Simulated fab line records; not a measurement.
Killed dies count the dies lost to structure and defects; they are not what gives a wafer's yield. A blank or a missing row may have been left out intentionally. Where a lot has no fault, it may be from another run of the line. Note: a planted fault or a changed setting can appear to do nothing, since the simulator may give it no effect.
Matching of chambers / flow n5-finfet / N5_BEOL_M13_ETCH_67 on rie-diel-01 has 4 sister chambers
The step etches SiARC in CF4, target depth 143 nm, time 238.3 s. 4 wafers are shown with their chamber, then 10 later ones without.

## EACH WAFER AND ITS CHAMBER
wafer=L083.3; chamber=2; showerhead-plenum-p-Torr (Torr)=2.07
wafer=L088.4; chamber=1; showerhead-plenum-p-Torr (Torr)=2.27
wafer=L087.1; chamber=0; showerhead-plenum-p-Torr (Torr)=2.12
wafer=L087.5; chamber=3; showerhead-plenum-p-Torr (Torr)=2.06

## WAFERS WITH NO CHAMBER GIVEN
wafer=L087.6; showerhead-plenum-p-Torr (Torr)=2.07
wafer=L089.1; showerhead-plenum-p-Torr (Torr)=2.07
wafer=L089.3; showerhead-plenum-p-Torr (Torr)=2.06
wafer=L089.5; showerhead-plenum-p-Torr (Torr)=2.12
wafer=L092.1; showerhead-plenum-p-Torr (Torr)=2.07
wafer=L092.2; showerhead-plenum-p-Torr (Torr)=2.27
wafer=L092.3; showerhead-plenum-p-Torr (Torr)=2.12
wafer=L093.2; showerhead-plenum-p-Torr (Torr)=2.05
wafer=L093.4; showerhead-plenum-p-Torr (Torr)=2.07
wafer=L093.5; showerhead-plenum-p-Torr (Torr)=2.05

## WHICH CHAMBER EACH WENT THROUGH
wafer=L087.6; from the rows above=2; in truth=2
wafer=L089.1; from the rows above=2; in truth=2
wafer=L089.3; from the rows above=3; in truth=3
wafer=L089.5; from the rows above=0; in truth=0
wafer=L092.1; from the rows above=2; in truth=2
wafer=L092.2; from the rows above=1; in truth=1
wafer=L092.3; from the rows above=0; in truth=0
wafer=L093.2; from the rows above=3; in truth=3
wafer=L093.4; from the rows above=2; in truth=2
wafer=L093.5; from the rows above=3; in truth=3
Correctly placed: 10 of 10. From these rows, 0 cannot be placed. Wrongly placed: 0.
How it was worked out, from the rows above alone: a wafer's distance from a chamber is the root of the sum, over the readings, of the square of ((its reading less the chamber's mean) divided by the reading's scatter). If the next closest chamber is less than 2 further off than the closest, the wafer can't be placed; otherwise it belongs to the closest. A chamber's mean is the mean of its shown wafers. The scatter: with one shown wafer a chamber, the root of the mean of the squares of how far each hidden wafer lies from its nearest shown one.
